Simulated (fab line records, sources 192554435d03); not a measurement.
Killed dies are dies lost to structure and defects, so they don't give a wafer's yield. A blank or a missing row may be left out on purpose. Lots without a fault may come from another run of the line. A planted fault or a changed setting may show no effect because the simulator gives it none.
fab line records | flow n5_finfet
record lots=5 wafers=15 last_day=18
route steps=1938 shown BEOL_M11@1578 PASSIVATION@1936
lots that met no fault: from a run of the same line without faults
start_h: hours from the record's first day to the start of the lot's first wafer shown | wait_h: hours since the lot's step before | " the same as in the row above | L1.1+2: a row that stands for several wafers | - no value, or no start given | * or withheld: withheld | < > ~ a bound
route shown NAME@n: a module of which the file shows steps, and the number in the route of the first | usual: mean/standard deviation of fault-free wafers | same: alike in all rows | chamber/n: place in a boat | sites: the reading at each site | _std_site: their standard deviation | _edge_site: outer sites' mean less inner sites' | radius_mm: how far each site lies from the wafer's centre | mask NAME#n: copy n | behind: the tool/chamber that last shaped the wafer | hold: why the lot was held/for how many hours/how that ended | device: the transistor (n, p or np) that didn't switch | end of line: the same wafers' tests at the end of the route | a step without rows: its recipe alone | killed: dies lost to structure and defects at the first sort, not the wafer's yield | map: a wafer's dies, x killed, . not, _ none there
set.NAME: the setting as run; set.NAME@STEP: as run at that earlier step | model.NAME: the simulator's own value behind a step, which no gauge read
lots at some steps of the route; a table a step, a row a wafer
services: from which hour (start_h, from the record's first day; less than 0 if before it) a tool's chamber was out of use, for how many hours, and why
## steps
# step N5_BEOL_M11_TRENCH_ETCH_37
# recipe chemistry=C4F6/O2 target_depth_a=1488.3 target=SiCOH_lowk time_s=48 ion_energy_ev=250 pressure_mtorr=30 source_w=345 bias_w=185 Ar_flow_sccm=300 C4F6_flow_sccm=10 O2_flow_sccm=10
# usual C4F6_flow_sccm=10.00/0.031 drypump_motor_current_A=5.9/0.35 oes_product_au=0.81/0.085 rf_vpp_V=669/12 showerhead_plenum_p_Torr=2.88/0.071 throttle_valve_pct=20.97/0.21
# columns lot.wafer tool chamber start_h wait_h C4F6_flow_sccm drypump_motor_current_A oes_product_au rf_hours_counter_h rf_vpp_V showerhead_plenum_p_Torr throttle_valve_pct
L443.2 rie_diel-01 0 - - 10.02 6.3 0.82 82 687 2.88 21.22
L443.4 " 2 " " 10.01 5.9 0.94 27 669 3.00 20.72
L443.6 " 0 " " 10.04 6.3 0.83 - 684 2.88 21.24
L448.1 rie_diel-05 0 - - 10.01 6.1 0.66 247 667 2.92 21.12
L448.4 " 3 " " 10.00 5.8 0.93 10 675 2.90 20.79
L448.6 " 3 " " 10.02 5.8 0.93 - 676 2.90 20.80
L450.2 rie_diel-05 1 - - 10.00 6.0 0.72 172 684 2.82 20.93
L450.3 " 3 " " 9.97 5.7 0.94 10 675 2.90 20.78
L450.5 " 0 " " 10.00 6.1 0.67 - 669 2.92 21.13
L464.1 rie_diel-02 1 - - 10.02 5.7 0.83 67 673 2.90 20.92
L464.3 " 0 " " 10.01 5.5 0.70 228 671 2.90 21.39
L464.6 " 3 " " 9.90 6.2 0.83 - 653 2.97 20.84
L466.2 rie_diel-01 0 - - 10.05 6.3 0.78 124 684 2.87 21.28
L466.5 " 3 " " 9.99 5.8 0.79 - 675 2.86 21.09
L466.6 " 0 " " 10.04 6.3 0.78 - 683 2.87 21.28
# step N5_BEOL_M11_ETCH_41
# recipe chemistry=CH3F/O2 target=SiCN target_depth_a=426 taper_deg=2 time_s=86 ion_energy_ev=120 mask_material=TiN pressure_mtorr=30 source_w=395 bias_w=75 Ar_flow_sccm=150 CH3F_flow_sccm=30 O2_flow_sccm=20
# usual CH3F_flow_sccm=30.00/0.085 drypump_motor_current_A=5.9/0.35 oes_product_au=0.81/0.086 rf_vpp_V=297.8/1.3 showerhead_plenum_p_Torr=2.03/0.052 throttle_valve_pct=16.35/0.22
# columns lot.wafer tool chamber start_h wait_h CH3F_flow_sccm drypump_motor_current_A oes_product_au rf_hours_counter_h rf_vpp_V showerhead_plenum_p_Torr throttle_valve_pct
L443.2 rie_diel-01 0 - - 29.99 6.3 0.82 82 296.5 2.03 16.54
L443.4 " 2 " " 29.89 5.9 0.93 27 299.3 2.11 16.11
L443.6 " 0 " " 29.90 6.3 0.83 - 296.8 2.03 16.55
L448.1 rie_diel-05 0 - - 29.97 6.1 0.67 247 297.2 2.05 16.54
L448.4 " 3 " " 30.10 5.8 0.93 10 297.9 2.04 16.15
L448.6 " 3 " " 30.02 5.8 0.93 - 298.1 2.04 16.16
L450.2 rie_diel-05 1 - - 29.97 6.0 0.73 172 297.6 1.98 16.37
L450.3 " 3 " " 30.00 5.8 0.92 10 297.9 2.04 16.15
L450.5 " 0 " " 30.07 6.1 0.66 - 298.7 2.05 16.54
L464.1 rie_diel-02 1 - - 29.81 5.7 0.83 67 299.5 2.04 16.23
L464.3 " 0 " " 29.96 5.5 0.70 228 297.6 2.05 16.83
L464.6 " 3 " " 29.76 6.3 0.82 - 300.0 2.10 16.25
L466.2 rie_diel-01 0 - - 30.03 6.4 0.78 124 296.5 2.01 16.64
L466.5 " 3 " " 30.07 5.8 0.79 - 297.2 2.01 16.46
L466.6 " 0 " " 29.98 6.4 0.78 - 297.7 2.01 16.63
# step N5_BEOL_M11_STRIP_77
# recipe chemistry=N2/H2 time_s=10 power_w=450 temp_c=40 pressure_mtorr=20 rf_frequency_hz=6e+07 bias_power_w=7 n2_flow_sccm=200 h2_flow_sccm=200
# step N5_BEOL_M11_OCD_MEAS_38
# usual trench_depth_nm=148.2/2.3
# columns lot.wafer tool chamber start_h wait_h trench_depth_nm
L443.2 ocd-01 - 266.96 - 150.3
L443.4 " - " " 152.7
L443.6 " - " " 150.9
L448.1 ocd-01 - 295.67 - 144.2
L448.4 " - " " 148.3
L448.6 " - " " 149.8
L450.2 ocd-02 - 296.14 - 146.6
L450.3 " - " " 149.4
L450.5 " - " " 143.6
L464.1 ocd-02 - 393.56 - 149.6
L464.3 " - " " 145.5
L464.6 " - " " 151.5
L466.2 ocd-01 - 401.35 - 150.0
L466.5 " - " " 148.8
L466.6 " - " " 151.3
# step N5_BEOL_M11_HM_STRIP_39
# recipe chemistry=peroxide_tin_strip material=TiN target_depth_a=250 temp_c=50 time_s=158
# step N5_BEOL_M11_SRD_40
# recipe time_s=30 temp_c=23 rinse_liquid=diw dry=ipa_marangoni
# step N5_BEOL_M11_PRECLEAN_42
# recipe chemistry=residue_remover time_s=60 temp_c=40
# step N5_BEOL_M11_SRD_43
# recipe time_s=30 temp_c=23 rinse_liquid=diw dry=ipa_marangoni
# step N5_BEOL_M11_CD_MEAS_35
# recipe target_cd_nm=70 polarity=opening
# usual cd_nm=69.8/0.78
# columns lot.wafer tool chamber start_h wait_h cd_nm
L443.2 cd_sem-03 - 267.12 0.0 71.2
L443.4 " - " " 69.9
L443.6 " - " " 70.3
L448.1 cd_sem-01 - 295.83 0.0 70.6
L448.4 " - " " 69.6
L448.6 " - " " 69.3
L450.2 cd_sem-03 - 296.29 0.0 68.8
L450.3 " - " " 69.3
L450.5 " - " " 69.7
L464.1 cd_sem-02 - 393.71 0.0 69.8
L464.3 " - " " 70.8
L464.6 " - " " 69.8
L466.2 cd_sem-01 - 401.51 0.0 70.6
L466.5 " - " " 69.8
L466.6 " - " " 71.0
# step N5_BEOL_M11_CURE_72
# recipe temp_c=370 time_s=120 ambient=DMADMS/He material=SiCOH_lowk
# usual lamp_power_pct=52.32/0.052 wafer_temp_C_max=371.7/0.64
# columns lot.wafer tool chamber start_h wait_h lamp_power_pct wafer_temp_C_max
L443.2 uv_cure-01 2 267.21 0.1 52.34 370.8
L443.4 " 2 " " 52.30 371.1
L443.6 " 2 " " 52.41 370.6
L448.1 uv_cure-01 0 296.24 0.4 52.40 371.8
L448.4 " 0 " " 52.44 371.6
L448.6 " 0 " " 52.44 371.2
L450.2 uv_cure-02 0 296.38 0.1 52.36 372.4
L450.3 " 0 " " 52.38 371.9
L450.5 " 0 " " 52.34 372.7
L464.1 uv_cure-01 2 393.75 0.0 52.28 371.0
L464.3 " 2 " " 52.31 371.7
L464.6 " 2 " " 52.35 371.1
L466.2 uv_cure-02 0 401.77 0.3 52.30 372.9
L466.5 " 0 " " 52.26 373.8
L466.6 " 0 " " 52.28 371.9
# step N5_BEOL_M11_DEGAS_44
# recipe ambient=vacuum temp_c=250 time_s=60
# usual heater_power_w=335/17
# columns lot.wafer tool chamber start_h wait_h heater_power_w
L443.2 pvd_sputter-02 - 267.52 0.3 336
L443.4 " - " " 309
L443.6 " - " " 307
L448.1 pvd_sputter-01 - 298.44 2.1 330
L448.4 " - " " 343
L448.6 " - " " 352
L450.2 pvd_sputter-02 - 298.46 2.0 338
L450.3 " - " " 310
L450.5 " - " " 320
L464.1 pvd_sputter-02 - 394.43 0.6 334
L464.3 " - " " 373
L464.6 " - " " 336
L466.2 pvd_sputter-03 - 402.16 0.3 367
L466.5 " - " " 368
L466.6 " - " " 315
# step N5_BEOL_M11_PRE_CLEAN_45
# recipe gas=H2/He time_s=30 temp_c=250
# usual heater_power_w=335/18
# columns lot.wafer tool chamber start_h wait_h heater_power_w
L443.2 pvd_sputter-02 - 267.56 0.0 335
L443.4 " - " " 303
L443.6 " - " " 315
L448.1 pvd_sputter-01 - 298.48 0.0 333
L448.4 " - " " 340
L448.6 " - " " 343
L450.2 pvd_sputter-02 - 298.50 0.0 329
L450.3 " - " " 301
L450.5 " - " " 336
L464.1 pvd_sputter-02 - 394.47 0.0 329
L464.3 " - " " 370
L464.6 " - " " 329
L466.2 pvd_sputter-03 - 402.20 0.0 366
L466.5 " - " " 370
L466.6 " - " " 319
# step N5_BEOL_M11_ALD_74
# recipe material=TaN target_thk_a=20 temp_c=275 ald_precursor_family=PDMAT ald_co_reactant=NH3 pressure_torr=3 carrier_flow_sccm=1500 pulse_time_s=2 purge_time_s=3 co_reactant_purge_time_s=2 co_reactant_pulse_time_s=3 ald_cycles=40 precursor_vessel_temp_c=75 precursor_vessel_pressure_torr=26.25 precursor_vessel_carrier_sccm=1000
# usual ald_cycles=40/0 heater_power_w=386/61
# same co_reactant_pulse_time_s=3 purge_time_s=3
# columns lot.wafer tool chamber start_h wait_h ald_cycles heater_power_w
L443.2 ald_metal-03 0 267.64 0.1 40 387
L443.4 " 2 " " 40 493
L443.6 " 1 " " 40 421
L448.1 ald_metal-02 2 298.54 0.0 36 325
L448.4 " 1 " " 40 300
L448.6 " 2 " " 36 326
L450.2 ald_metal-01 3 298.56 0.0 40 359
L450.3 " 1 " " 40 500
L450.5 " 2 " " 40 391
L464.1 ald_metal-01 3 394.54 0.0 40 329
L464.3 " 0 " " 40 431
L464.6 " 0 " " 40 422
L466.2 ald_metal-02 0 402.26 0.0 40 362
L466.5 " 0 " " 40 365
L466.6 " 3 " " 40 447
# step N5_BEOL_M11_SURFACE_TREAT_76
# recipe gas=Ar time_s=* ion_energy_ev=* ion_current_ma_cm2=0.5 pressure_mtorr=* ar_flow_sccm=30
# step N5_PASSIVATION_PROBE_49
# usual defect_limited_yield=91.2/1.4 killed_at_M0_to_M3=34/9.4 killed_at_M4_up=14/5.6 killed_at_contacts=13/7.8 killed_at_front_end=37/10 killed_at_other=4/3.3 killed_dies=103/17 killed_on_rim=14/3.5 killed_open=68/13 killed_short=33/8.2 sort_bin_5_function=5.1/0.92 sort_bin_6_memory=3.3/0.71 sort_n_pass=1077/17 sort_yield_pct=91.2/1.4
# same gross_dies=1180 killed_at_back_side=0 sort_bin_4_leakage[%]=0 sort_bin_8_speed[%]=0
# columns lot.wafer tool chamber start_h wait_h defect_limited_yield[%] killed_at_M0_to_M3 killed_at_M4_up killed_at_contacts killed_at_front_end killed_at_other killed_dies killed_on_rim killed_open killed_short sort_bin_5_function[%] sort_bin_6_memory[%] sort_n_pass sort_yield_pct[%]
L448.1 prober-01 - 342.57 0.0 90.2 25 20 12 58 1 116 11 82 31 5.7 4.0 1064 90.2
L448.4 prober-01 - 342.72 0.2 91.9 44 12 9 26 4 95 13 62 31 4.6 3.1 1085 91.9
L448.6 prober-01 - 342.82 0.3 90.5 27 21 15 45 4 112 15 77 31 5.8 3.3 1068 90.5
L450.2 prober-02 - 343.88 0.1 92.8 20 9 8 45 3 85 9 59 24 4.0 3.1 1095 92.8
L450.3 prober-02 - 343.93 0.1 91.5 24 14 12 44 6 100 13 67 33 5.5 2.8 1080 91.5
L450.5 prober-02 - 344.03 0.2 90.4 25 19 10 52 7 113 19 78 34 5.8 3.3 1067 90.4
L464.1 prober-01 - 441.21 0.2 89.2 58 11 11 45 2 127 20 83 39 5.8 4.0 1053 89.2
L464.3 prober-01 - 441.31 0.3 92.1 34 15 15 29 0 93 20 58 35 4.6 2.8 1087 92.1
L464.6 prober-01 - 441.46 0.5 90.9 37 10 19 40 1 107 16 69 29 5.3 2.5 1073 90.9
# killed by level:class
L448.1 MOL_CONTACT_COAG:geometric_particle:open=11 FIN_SAQP:geometric_particle:short=10 FIN_SAQP:geometric_particle:open=9 STI_FIN_REVEAL:geometric_particle:open=9 GATE_CUT:geometric_particle:open=8 BEOL_M4:geometric_particle:open=8 BEOL_M2:geometric_particle:open=6 GATE_CUT:geometric_particle:short=5
L448.4 BEOL_M3:geometric_particle:open=12 BEOL_M0_SAQP:geometric_particle:open=11 FIN_SAQP:geometric_particle:short=9 BEOL_M0_SAQP:geometric_particle:short=9 MOL_CONTACT_COAG:geometric_particle:open=9 BEOL_M2:geometric_particle:open=7 FIN_SAQP:geometric_particle:open=5 BEOL_M4:geometric_particle:open=4
L448.6 MOL_CONTACT_COAG:geometric_particle:open=12 STI_FIN_REVEAL:geometric_particle:open=11 BEOL_M3:geometric_particle:open=8 BEOL_M4:geometric_particle:open=8 FIN_SAQP:geometric_particle:short=6 FIN_SAQP:geometric_particle:open=5 BEOL_M2:geometric_particle:open=5 BEOL_M0_SAQP:geometric_particle:open=4
L450.2 STI_FIN_REVEAL:geometric_particle:open=16 MOL_CONTACT_COAG:geometric_particle:open=7 BEOL_M0_SAQP:geometric_particle:short=6 FIN_SAQP:geometric_particle:short=4 BEOL_M0_SAQP:geometric_particle:open=4 STI_FIN_REVEAL:geometric_particle:short=3 DUMMY_GATE:geometric_particle:open=3 ILD0:geometric_particle:open=3
L450.3 STI_FIN_REVEAL:geometric_particle:open=12 MOL_CONTACT_COAG:geometric_particle:open=10 FIN_SAQP:geometric_particle:open=8 BEOL_M0_SAQP:geometric_particle:short=8 FIN_SAQP:geometric_particle:short=6 GATE_CUT:geometric_particle:short=6 BEOL_M5:geometric_particle:open=5 BEOL_M0_SAQP:geometric_particle:open=4
L450.5 STI_FIN_REVEAL:geometric_particle:open=17 MOL_CONTACT_COAG:geometric_particle:open=10 BEOL_M0_SAQP:geometric_particle:open=9 FIN_SAQP:geometric_particle:open=7 STI_FIN_REVEAL:geometric_particle:short=7 BEOL_M4:geometric_particle:open=6 ILD0:geometric_particle:open=4 FIN_SAQP:geometric_particle:short=4
L464.1 BEOL_M1:geometric_particle:open=14 BEOL_M0_SAQP:geometric_particle:open=13 BEOL_M3:geometric_particle:open=12 GATE_CUT:geometric_particle:short=11 STI_FIN_REVEAL:geometric_particle:open=10 MOL_CONTACT_COAG:geometric_particle:open=7 DUMMY_GATE:geometric_particle:open=6 BEOL_M0_SAQP:geometric_particle:short=6
L464.3 BEOL_M4:geometric_particle:open=10 BEOL_M1:geometric_particle:open=9 MOL_CONTACT_COAG:geometric_particle:open=8 MOL_CONTACT_COAG:geometric_particle:short=7 BEOL_M0_SAQP:geometric_particle:short=7 DUMMY_GATE:geometric_particle:open=6 BEOL_M0_SAQP:geometric_particle:open=5 BEOL_M1:geometric_particle:short=5
L464.6 MOL_CONTACT_COAG:geometric_particle:open=17 BEOL_M3:geometric_particle:open=11 STI_FIN_REVEAL:geometric_particle:open=10 BEOL_M3:geometric_particle:short=8 HKMG_FIN:area_etch=8 DUMMY_GATE:geometric_particle:open=7 BEOL_M0_SAQP:geometric_particle:short=7 BEOL_M4:geometric_particle:open=6
## services
# columns tool chamber start_h hours kind
rie_diel-01 3 252.29 4.1 repair
uv_cure-01 - 259.51 2.1 pm
rie_diel-02 - 263.90 1.7 repair
ald_metal-02 1 280.75 5.6 repair
uv_cure-02 - 286.38 1.0 pm
rie_diel-05 0 306.85 - clean
rie_diel-05 0 306.85 - consumable_replace:focus_ring
rie_diel-05 0 306.85 23.4 scheduled_down
rie_diel-05 0 306.85 23.4 vent_cycle
rie_diel-01 0 309.55 5.6 repair
rie_diel-02 2 313.40 - clean
rie_diel-02 2 313.40 - consumable_replace:focus_ring
rie_diel-02 2 313.40 18.2 scheduled_down
rie_diel-02 2 313.40 18.2 vent_cycle
rie_diel-01 - 320.61 2.8 pm
ald_metal-01 - 337.25 14.0 pm
ald_metal-01 0 337.25 14.0 vent_cycle
ald_metal-01 1 337.25 37.6 vent_cycle
ald_metal-01 2 337.25 14.0 vent_cycle
ald_metal-01 3 337.25 14.0 vent_cycle
ald_metal-01 0 351.25 - clean
rie_diel-01 3 370.74 13.1 repair
rie_diel-02 3 383.28 7.3 repair
ald_metal-01 - 396.69 2.8 pm
## key
first_sign step=N5_BEOL_M11_ALD_74 reading=ald_cycles direction=down sigmas=99+ usual=* struck=*
effect none on later readings
met_at N5_BEOL_M11_ALD_74
struck_wafers L448.1,L448.6
fault kind=process_parameter_drift tool=ald_metal-02 chamber=2 onset_h=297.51 steps=N5_BEOL_M11_ALD_74 channel=ald_cycles offset=* shape=step end_h=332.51 acts_in=* stated=*
